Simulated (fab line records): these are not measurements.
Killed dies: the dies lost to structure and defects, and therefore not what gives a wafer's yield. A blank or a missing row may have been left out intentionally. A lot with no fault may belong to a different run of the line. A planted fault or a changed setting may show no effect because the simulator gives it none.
fab line records	flow nandHarc	part 1 of 2: steps 1 to 22 of 32
record: lots: 5	wafers: 15	lastDay: 33
route steps=1302 shown A_SLIT@942 A_SIN_REMOVE@947 A_WL_FILL@952
lots with no fault: from the same line, run without faults
startH: start of the lot's first displayed wafer, in hours after the record's first day	waitH: hours since the lot's step before	" identical to the entry in the row above	L1.1+2: a row that stands for several wafers	- no value, or no start was given	* or withheld: withheld	< > ~ a bound
route shown NAME@n: names a module that has steps shown in the file, with the first one's number in the route	usual: mean/standard deviation taken from wafers without a fault	same: alike in all rows	chamber/n: place in a boat	sites: readings site by site	_std_site: the values' standard deviation	_edge_site: mean of outer sites minus mean of inner sites	radiusMm: how far each site lies from the wafer's centre	mask NAME#n: copy n	behind: tool/chamber where the wafer was last shaped	hold: the reason the lot was held/the length of the hold in hours/how it ended	device: the n, p or np transistor that did not switch	end of line: the tests these same wafers got at the end of their route	a step given without rows: its recipe and nothing more	killed: count of dies lost to structure and defects at first sort (not the wafer's yield)	map: dies across one wafer; x = killed, . = not, _ = none there
set.NAME: the setting the step ran with; set.NAME@STEP: the setting that earlier step ran with	model.NAME: the simulator's own value behind a step, which no gauge read
a table for each step, a row for each wafer; lots at some steps of the route
services: the hour from which a tool's chamber was out of use, counted from the record's first day as startH (under 0 if before that day), plus the number of hours and why
== steps ==
step: NHARC_A_SLIT_ETCH_29
recipe: targetDepthA: 1000	overetchA: 100	timeS: 55	ionEnergyEv: 100	cf4FlowSccm: 80	o2FlowSccm: 20	arFlowSccm: 0	rfW: 300	biasW: 100	chemistry: CF4/O2
usual: drypumpMotorCurrentA: 5.62/0.3	oesProductAu: 1.000/0.011	rfVppV: 197.9/1.5	showerheadPlenumPTorr: 1.34/0.055	throttleValvePct: 13.397/0.0098
lot.wafer	tool	chamber	startH	waitH	drypumpMotorCurrentA	oesProductAu	rfHoursCounterH	rfVppV	showerheadPlenumPTorr	throttleValvePct
L084.1	rieDiel-06	3	560.16	0.1	6.16	0.991	4.9	197.3	1.30	13.399
L084.5	"	0	"	"	5.38	1.006	-	197.8	1.34	13.409
L084.6	"	1	"	"	5.77	0.993	-	201.7	1.43	13.407
L089.4	rieDiel-06	0	611.93	0.1	5.39	0.989	6.6	198.2	1.34	13.416
L089.6	"	2	"	"	5.76	1.002	-	196.8	1.25	13.396
L089.5	"	3	"	"	6.17	1.001	-	197.7	1.30	13.399
L092.3	rieDiel-08	3	647.89	0.1	5.65	1.003	3.5	195.0	1.25	13.410
L092.5	"	1	"	"	5.93	1.008	-	197.0	1.30	13.401
L092.6	"	2	"	"	5.83	0.990	-	198.4	1.35	13.383
L093.2	rieDiel-11	1	651.66	0.1	4.96	1.016	1.5	198.2	1.30	13.409
L093.4	"	0	"	"	5.74	1.004	-	198.7	1.40	13.388
L093.6	"	1	"	"	4.97	1.001	-	195.7	1.30	13.380
L096.4	rieDiel-08	1	677.32	0.1	5.95	1.017	-	198.1	1.30	13.420
L096.5	"	3	"	"	5.66	1.015	-	196.1	1.25	13.380
L096.6	"	0	"	"	5.71	1.012	-	199.3	1.38	13.395
step: NHARC_A_SLIT_STRIP_18
recipe: o2FlowSccm: 500	arFlowSccm: 0	biasW: 0	chemistry: O2
usual: drypumpMotorCurrentA: 5.6/0.31	oesProductAu: 1.001/0.012	rfVppV: 57.7/0.97	showerheadPlenumPTorr: 3.54/0.14	throttleValvePct: 17.037/0.0086
lot.wafer	tool	chamber	startH	waitH	drypumpMotorCurrentA	oesProductAu	rfHoursCounterH	rfVppV	showerheadPlenumPTorr	throttleValvePct
L084.1	rieDiel-06	2	-	-	5.7	0.990	5.4	56.9	3.33	17.035
L084.6	"	2	"	"	5.8	0.986	-	56.3	3.33	17.040
L084.5	"	3	"	"	6.2	0.997	-	56.7	3.44	17.028
L089.4	rieDiel-06	3	-	-	6.2	0.995	7.9	57.7	3.44	17.017
L089.5	"	2	"	"	5.8	0.990	-	57.0	3.33	17.030
L089.6	"	3	"	"	6.2	0.990	-	59.1	3.44	17.035
L092.3	rieDiel-08	1	-	-	6.0	1.022	3.4	57.6	3.45	17.037
L092.6	"	3	"	"	5.6	1.000	-	58.3	3.32	17.048
L092.5	"	2	"	"	5.8	0.994	-	57.0	3.57	17.037
L093.2	rieDiel-11	1	-	-	5.0	1.013	1.5	57.2	3.45	17.049
L093.4	"	1	"	"	5.0	1.014	-	56.2	3.45	17.030
L093.6	"	2	"	"	5.5	1.002	-	56.6	3.67	17.038
L096.6	rieDiel-08	1	-	-	6.0	1.017	-	57.6	3.45	17.040
L096.5	"	3	"	"	5.7	1.013	-	57.3	3.32	17.025
L096.4	"	0	"	"	5.7	1.007	-	58.9	3.63	17.031
step: NHARC_A_SLIT_PRECLEAN_19
recipe: timeS: *	tempC: 50	bathAgeMin: 0	chemistry: SC1
usual: bathHeatDutyPct: 7.0/1	nh4ohFlowMLMin: 28.30/0.088
lot.wafer	tool	chamber	startH	waitH	bathHeatDutyPct	nh4ohFlowMLMin
L084.1	wetBench-07	3	560.54	-	7.6	28.25
L084.5	"	4	"	"	7.8	28.21
L084.6	"	0	"	"	5.4	28.32
L089.6	wetBench-01	1	612.31	-	7.8	28.25
L089.5	"	4	"	"	6.5	28.33
L089.4	"	5	"	"	6.9	28.31
L092.6	wetBench-09	7	648.34	-	7.7	28.39
L092.3	"	1	"	"	6.6	28.32
L092.5	"	2	"	"	7.0	28.32
L093.6	wetBench-07	7	652.11	-	9.3	28.27
L093.4	"	1	"	"	6.7	28.40
L093.2	"	3	"	"	7.8	28.28
L096.4	wetBench-07	6	677.75	-	7.9	28.38
L096.6	"	2	"	"	6.9	28.22
L096.5	"	3	"	"	7.4	28.34
step: NHARC_A_SLIT_SRD_20
lot.wafer	tool	chamber	startH	waitH
L084.1+5+6	wetBench-07	3,4,0	-	-
L089.6+5+4	wetBench-01	1,4,5	-	-
L092.6+3+5	wetBench-09	7,1,2	-	-
L093.6+4+2	wetBench-07	7,1,3	-	-
L096.4+6+5	wetBench-07	6,2,3	677.83	0.1
step: NHARC_A_SLIT_CD_MEAS_21
usual: cdNm: 289.8/0.88
lot.wafer	tool	chamber	startH	waitH	cdNm
L084.1	cdSem-02	-	560.68	-	289.7
L084.5	"	-	"	"	289.9
L084.6	"	-	"	"	289.2
L089.4	cdSem-02	-	612.46	-	289.7
L089.5	"	-	"	"	290.6
L089.6	"	-	"	"	290.1
L092.3	cdSem-01	-	648.48	-	288.5
L092.5	"	-	"	"	290.4
L092.6	"	-	"	"	288.9
L093.2	cdSem-01	-	652.26	-	290.5
L093.4	"	-	"	"	290.7
L093.6	"	-	"	"	290.9
L096.4	cdSem-01	-	677.95	0.1	289.6
L096.5	"	-	"	"	289.5
L096.6	"	-	"	"	289.1
step: NHARC_A_SIN_REMOVE_WET_00
recipe: tempC: 160	timeS: 15300	chemistry: H3PO4
usual: bathHeatDutyPct: 26.7/1.4
lot.wafer	tool	chamber	startH	waitH	bathHeatDutyPct
L084.1	wetH3po4-02	0	562.35	1.7	27.9
L084.5	"	0	"	"	28.0
L084.6	"	0	"	"	27.7
L089.4	wetH3po4-01	0	614.12	1.7	24.3
L089.5	"	0	"	"	25.6
L089.6	"	0	"	"	25.6
L092.3	wetH3po4-01	0	650.14	1.7	27.2
L092.5	"	0	"	"	24.8
L092.6	"	0	"	"	25.9
L093.2	wetH3po4-02	0	653.92	1.7	27.8
L093.4	"	0	"	"	28.8
L093.6	"	0	"	"	29.2
L096.4	wetH3po4-02	1	679.61	1.7	25.9
L096.5	"	1	"	"	25.3
L096.6	"	1	"	"	24.6
step: NHARC_A_SIN_REMOVE_PRECLEAN_01
recipe: timeS: *	tempC: 50	bathAgeMin: 0	chemistry: SC1
usual: bathHeatDutyPct: 7.2/0.81	nh4ohFlowMLMin: 28.31/0.1
lot.wafer	tool	chamber	startH	waitH	bathHeatDutyPct	nh4ohFlowMLMin
L084.1	wetBench-06	0	567.16	0.0	8.4	28.51
L084.6	"	1	"	"	7.2	28.46
L084.5	"	2	"	"	7.4	28.34
L089.5	wetBench-03	5	618.93	0.0	7.6	28.31
L089.6	"	6	"	"	6.6	28.23
L089.4	"	0	"	"	6.4	28.26
L092.5	wetBench-05	5	654.84	0.0	6.6	28.31
L092.6	"	7	"	"	6.4	28.44
L092.3	"	0	"	"	7.3	28.08
L093.4	wetBench-06	1	658.69	0.0	7.5	28.38
L093.6	"	3	"	"	7.4	28.30
L093.2	"	5	"	"	5.5	28.24
L096.5	wetBench-03	5	684.52	0.0	7.2	28.32
L096.6	"	6	"	"	6.2	28.31
L096.4	"	7	"	"	7.8	28.44
step: NHARC_A_SIN_REMOVE_SRD_02
lot.wafer	tool	chamber	startH	waitH
L084.1+6+5	wetBench-06	0,1,2	567.21	0.0
L089.5+6+4	wetBench-03	5,6,0	-	-
L092.5+6+3	wetBench-05	5,7,0	-	-
L093.4+6+2	wetBench-06	1,3,5	-	-
L096.5+6+4	wetBench-03	5,6,7	-	-
step: NHARC_A_SIN_REMOVE_INSPECT_04
usual: rawDefectCount: 384/83
lot.wafer	tool	chamber	startH	waitH	rawDefectCount
L084.1	defectInspect-02	-	567.36	0.0	559
L084.5	"	-	"	"	423
L084.6	"	-	"	"	441
L089.4	defectInspect-01	-	619.11	0.0	502
L089.5	"	-	"	"	454
L089.6	"	-	"	"	459
L092.3	defectInspect-01	-	655.03	0.0	309
L092.5	"	-	"	"	367
L092.6	"	-	"	"	317
L093.2	defectInspect-02	-	658.88	0.0	351
L093.4	"	-	"	"	375
L093.6	"	-	"	"	422
L096.4	defectInspect-01	-	684.68	0.0	317
L096.5	"	-	"	"	300
L096.6	"	-	"	"	400
step: NHARC_A_WL_FILL_ALD_00
recipe: targetThkA: 30	pulseTimeS: 3	aldCycles: 30	tempC: 300	material: Al2O3
usual: heaterPowerW: 487/46	precursorPulseHeightRel: 1.001/0.021
lot.wafer	tool	chamber	startH	waitH	heaterPowerW	precursorPulseHeightRel
L084.1	aldHk-01	2	567.49	0.1	457	0.983
L084.5	"	0	"	"	466	0.979
L084.6	"	1	"	"	508	0.999
L089.4	aldHk-01	2	619.23	0.1	459	1.016
L089.5	"	0	"	"	478	0.953
L089.6	"	1	"	"	523	0.996
L092.3	aldHk-02	2	655.14	0.1	456	1.009
L092.5	"	0	"	"	559	1.002
L092.6	"	1	"	"	537	1.043
L093.2	aldHk-03	0	658.94	0.1	496	0.956
L093.4	"	1	"	"	433	0.999
L093.6	"	1	"	"	423	1.004
L096.4	aldHk-03	3	684.83	0.1	465	1.016
L096.6	"	0	"	"	488	1.013
L096.5	"	1	"	"	436	0.973
step: NHARC_A_WL_FILL_RTA_01
recipe: tempC: 1000	timeS: 5
usual: lampPowerPct: 29.6/2.7	lamp_zone_4_pct: 29.6/2.7	wafer_temp_C_max: 1005.8/1.5
lot.wafer	tool	chamber	startH	waitH	lampPowerPct	lamp_zone_4_pct	wafer_temp_C_max
L084.1	rtpAnneal-02	0	567.70	-	26.6	26.5	1003.8
L084.5	"	0	"	"	26.6	26.6	1003.8
L084.6	"	0	"	"	26.6	26.6	1005.3
L089.4	rtpAnneal-01	0	619.54	-	32.2	32.1	1006.7
L089.5	"	0	"	"	32.2	32.1	1008.4
L089.6	"	0	"	"	32.1	32.1	1005.8
L092.3	rtpAnneal-01	0	655.40	-	32.1	32.2	1007.4
L092.5	"	0	"	"	32.1	32.1	1005.6
L092.6	"	0	"	"	32.1	32.1	1006.1
L093.2	rtpAnneal-01	0	659.40	0.4	32.1	32.1	1007.0
L093.4	"	0	"	"	32.1	32.2	1007.7
L093.6	"	0	"	"	32.1	32.1	1005.0
L096.4	rtpAnneal-02	0	685.11	-	26.6	26.5	1004.0
L096.5	"	0	"	"	26.5	26.6	1003.3
L096.6	"	0	"	"	26.5	26.5	1003.4
step: NHARC_A_WL_FILL_ALD_02
recipe: targetThkA: 20	pulseTimeS: 3	aldCycles: 100	tempC: 450	material: TiN
usual: heaterPowerW: 1047/140	precursorPulseHeightRel: 1.001/0.019
lot.wafer	tool	chamber	startH	waitH	heaterPowerW	precursorPulseHeightRel
L084.1	aldMetal-01	1	567.99	0.3	1150	1.055
L084.6	"	3	"	"	1045	0.987
L084.5	"	0	"	"	1000	1.019
L089.4	aldMetal-04	1	619.67	0.1	931	1.004
L089.5	"	1	"	"	915	1.010
L089.6	"	2	"	"	1157	1.019
L092.3	aldMetal-02	0	655.56	0.1	1008	1.024
L092.5	"	0	"	"	975	0.949
L092.6	"	1	"	"	924	0.998
L093.2	aldMetal-01	1	659.62	0.2	1154	0.995
L093.4	"	3	"	"	1031	1.001
L093.6	"	0	"	"	1015	0.992
L096.4	aldMetal-01	1	685.35	0.2	1170	0.992
L096.5	"	2	"	"	1200	1.001
L096.6	"	3	"	"	1036	0.988
step: NHARC_A_WL_FILL_CVD_03
recipe: targetThkA: 400	tempC: 300	pressureTorr: 40	wf6FlowSccm: 40	h2FlowSccm: 1600	arFlowSccm: 1560	timeS: 279	material: W
usual: heaterPowerW: 479/24	throttleValvePct: 7.84/0.2
lot.wafer	tool	chamber	startH	waitH	heaterPowerW	throttleValvePct
L084.1	cvdW-02	0	568.35	0.1	481	8.05
L084.6	"	0	"	"	473	8.12
L084.5	"	1	"	"	450	7.85
L089.4	cvdW-01	1	620.23	0.2	522	7.57
L089.5	"	1	"	"	518	7.56
L089.6	"	0	"	"	484	7.77
L092.3	cvdW-01	0	656.10	0.2	473	7.82
L092.6	"	0	"	"	465	7.98
L092.5	"	1	"	"	515	7.51
L093.2	cvdW-01	0	660.27	0.3	455	7.79
L093.4	"	1	"	"	512	7.17
L093.6	"	0	"	"	481	7.84
L096.4	cvdW-01	0	685.98	0.4	465	7.91
L096.5	"	0	"	"	476	7.86
L096.6	"	0	"	"	472	7.84
step: NHARC_A_WL_FILL_ETCHBACK_04
recipe: targetDepthA: 600	timeS: 120	chemistry: NF3
usual: drypumpMotorCurrentA: 5.49/0.29	oesProductAu: 1.001/0.013
lot.wafer	tool	chamber	startH	waitH	drypumpMotorCurrentA	oesProductAu	rfHoursCounterH
L084.1	rieMetal-03	1	568.72	0.3	5.24	1.003	0.6
L084.5	"	1	"	"	5.23	1.000	-
L084.6	"	0	"	"	5.56	0.995	-
L089.4	rieMetal-02	0	620.56	0.3	5.92	0.997	-
L089.6	"	0	"	"	5.93	1.014	-
L089.5	"	1	"	"	5.41	1.001	-
L092.3	rieMetal-02	1	656.44	0.3	5.43	1.013	-
L092.6	"	1	"	"	5.45	1.001	-
L092.5	"	0	"	"	5.93	1.015	-
L093.2	rieMetal-01	1	660.65	0.3	5.69	0.995	1.6
L093.4	"	0	"	"	5.15	0.994	-
L093.6	"	1	"	"	5.71	1.001	-
L096.4	rieMetal-01	0	686.45	0.4	5.12	0.987	-
L096.6	"	1	"	"	5.72	0.988	-
L096.5	"	0	"	"	5.12	0.989	-
step: NHARC_A_WL_FILL_ETCHBACK_05
recipe: targetDepthA: 220	timeS: 60	tempC: 40	chemistry: Cl2/BCl3
usual: drypumpMotorCurrentA: 5.50/0.29	oesProductAu: 1.001/0.013
lot.wafer	tool	chamber	startH	waitH	drypumpMotorCurrentA	oesProductAu	rfHoursCounterH
L084.1	rieMetal-03	0	568.97	0.2	5.64	0.994	0.7
L084.5	"	0	"	"	5.63	0.994	-
L084.6	"	1	"	"	5.21	1.009	-
L089.4	rieMetal-02	1	620.77	0.2	5.42	1.014	-
L089.6	"	1	"	"	5.43	1.018	-
L089.5	"	0	"	"	5.93	1.012	-
L092.3	rieMetal-02	1	656.65	0.2	5.43	1.001	-
L092.5	"	0	"	"	5.95	1.014	-
L092.6	"	1	"	"	5.45	1.007	-
L093.2	rieMetal-01	1	660.89	0.2	5.72	0.998	1.7
L093.4	"	0	"	"	5.11	0.981	-
L093.6	"	0	"	"	5.14	0.989	-
L096.4	rieMetal-01	0	686.63	0.1	5.13	1.003	-
L096.6	"	1	"	"	5.74	0.985	-
L096.5	"	0	"	"	5.15	0.996	-
step: NHARC_A_WL_FILL_STRIP_27
recipe: powerW: 1500	tempC: 250	timeS: 20	chemistry: N2/H2
usual: drypumpMotorCurrentA: 5.89/0.23	heaterPowerW: 297/28
lot.wafer	tool	chamber	startH	waitH	drypumpMotorCurrentA	heaterPowerW	rfHoursCounterH
L084.1	plasmaAsher-01	0	569.13	0.1	5.93	288	7
L084.6	"	1	"	"	5.61	361	-
L084.5	"	0	"	"	5.89	299	-
L089.4	plasmaAsher-01	0	620.95	0.2	5.83	288	-
L089.5	"	1	"	"	5.61	357	-
L089.6	"	0	"	"	5.86	286	-
L092.3	plasmaAsher-02	0	656.82	0.2	6.20	271	-
L092.5	"	1	"	"	5.73	299	-
L092.6	"	0	"	"	6.18	260	-
L093.2	plasmaAsher-01	0	661.03	0.1	5.87	292	28
L093.4	"	1	"	"	5.61	350	-
L093.6	"	1	"	"	5.60	361	-
L096.4	plasmaAsher-02	0	686.78	0.1	6.21	273	-
L096.5	"	0	"	"	6.18	276	-
L096.6	"	1	"	"	5.75	298	-
step: NHARC_A_WL_FILL_STRIP_28
recipe: timeS: 1200	tempC: 72.5	chemistry: postEtchResidueRemover
usual: bathHeatDutyPct: 14.6/1.8
lot.wafer	tool	chamber	startH	waitH	bathHeatDutyPct
L084.5	wetBench-04	0	569.29	0.1	16.8
L084.1	"	1	"	"	12.3
L084.6	"	4	"	"	15.2
L089.4	wetBench-09	4	621.07	0.1	14.7
L089.6	"	6	"	"	14.3
L089.5	"	0	"	"	11.7
L092.5	wetBench-04	5	656.93	0.1	15.0
L092.6	"	6	"	"	13.3
L092.3	"	1	"	"	13.4
L093.4	wetBench-02	6	661.20	0.1	17.7
L093.2	"	7	"	"	13.7
L093.6	"	1	"	"	13.3
L096.5	wetBench-09	3	686.91	0.1	14.9
L096.4	"	6	"	"	13.0
L096.6	"	7	"	"	17.5
step: NHARC_A_WL_FILL_PRECLEAN_06
recipe: timeS: 300	chemistry: DIW
lot.wafer	tool	chamber	startH	waitH
L084.5+1+6	wetBench-04	0,1,4	-	-
L089.4+6+5	wetBench-09	4,6,0	-	-
L092.5+6+3	wetBench-04	5,6,1	-	-
L093.4+2+6	wetBench-02	6,7,1	-	-
L096.5+4+6	wetBench-09	3,6,7	-	-
step: NHARC_A_WL_FILL_SRD_07
lot.wafer	tool	chamber	startH	waitH
L084.5+1+6	wetBench-04	0,1,4	-	-
L089.4+6+5	wetBench-09	4,6,0	-	-
L092.5+6+3	wetBench-04	5,6,1	-	-
L093.4+2+6	wetBench-02	6,7,1	-	-
L096.5+4+6	wetBench-09	3,6,7	-	-
step: NHARC_A_WL_FILL_ANNEAL_08
recipe: tempC: 450	timeS: 1800
usual: zonePowerLowerPct: 5.1/0.4
lot.wafer	tool	chamber	startH	waitH	zonePowerLowerPct
L084.1	furnace-01	0	572.51	-	5.6
L084.5	"	0	"	"	5.6
L084.6	"	0	"	"	5.5
L089.4	furnace-02	0	624.77	-	4.8
L089.5	"	0	"	"	4.8
L089.6	"	0	"	"	4.8
L092.3	furnace-02	0	661.01	-	4.7
L092.5	"	0	"	"	4.7
L092.6	"	0	"	"	4.8
L093.2	furnace-01	0	664.43	-	5.6
L093.4	"	0	"	"	5.5
L093.6	"	0	"	"	5.6
L096.4	furnace-02	0	691.78	-	4.7
L096.5	"	0	"	"	4.8
L096.6	"	0	"	"	4.6
step: NHARC_A_WL_FILL_ALD_10
recipe: targetThkA: 500	pulseTimeS: 10	aldCycles: 500	tempC: 300	material: SiO2
usual: heaterPowerW: 479/40	precursorPulseHeightRel: 0.999/0.021
lot.wafer	tool	chamber	startH	waitH	heaterPowerW	precursorPulseHeightRel
L084.1	aldHk-01	0	574.51	0.6	458	1.005
L084.6	"	3	576.07	2.1	430	1.014
L084.5	"	0	"	"	459	1.014
L089.4	aldHk-02	0	627.31	1.1	574	0.983
L089.5	"	2	628.32	2.1	455	1.017
L089.6	"	3	"	"	503	0.979
L092.3	aldHk-01	2	664.36	1.9	432	1.016
L092.6	"	3	"	"	456	1.029
L092.5	"	0	"	"	453	0.987
L093.2	aldHk-02	2	665.93	0.1	450	0.965
L093.4	"	0	666.96	1.1	578	1.019
L093.6	"	2	667.99	2.1	453	1.001
L096.4	aldHk-02	3	693.77	0.6	513	1.042
L096.5	"	2	695.33	2.1	451	1.068
L096.6	"	3	"	"	490	0.999
step: NHARC_A_WL_FILL_ETCHBACK_16
recipe: targetDepthA: 1200	timeS: 24	c4f8FlowSccm: withheld	o2FlowSccm: 8	arFlowSccm: withheld	rfW: 600	biasW: 800	chemistry: C4F8/O2/Ar
usual: oesProductAu: 0.994/0.021	rfVppV: 723/3.8
lot.wafer	tool	chamber	startH	waitH	oesProductAu	rfHoursCounterH	rfVppV
L084.1	rieDiel-04	1	-	-	0.981	2.2	721
L084.6	"	1	"	"	0.999	-	721
L084.5	"	2	"	"	1.009	-	726
L089.4	rieDiel-05	3	-	-	1.002	1.2	724
L089.6	"	2	"	"	1.018	-	717
L089.5	"	3	"	"	1.001	-	725
L092.3	rieDiel-13	0	-	-	1.003	4.6	719
L092.5	"	1	"	"	0.991	-	727
L092.6	"	2	"	"	1.014	-	727
L093.2	rieDiel-13	2	-	-	1.005	4.5	727
L093.4	"	2	"	"	0.995	-	727
L093.6	"	3	"	"	0.988	-	716
L096.4	rieDiel-04	1	-	-	0.998	8.1	722
L096.6	"	1	"	"	0.999	-	721
L096.5	"	2	"	"	1.002	-	726
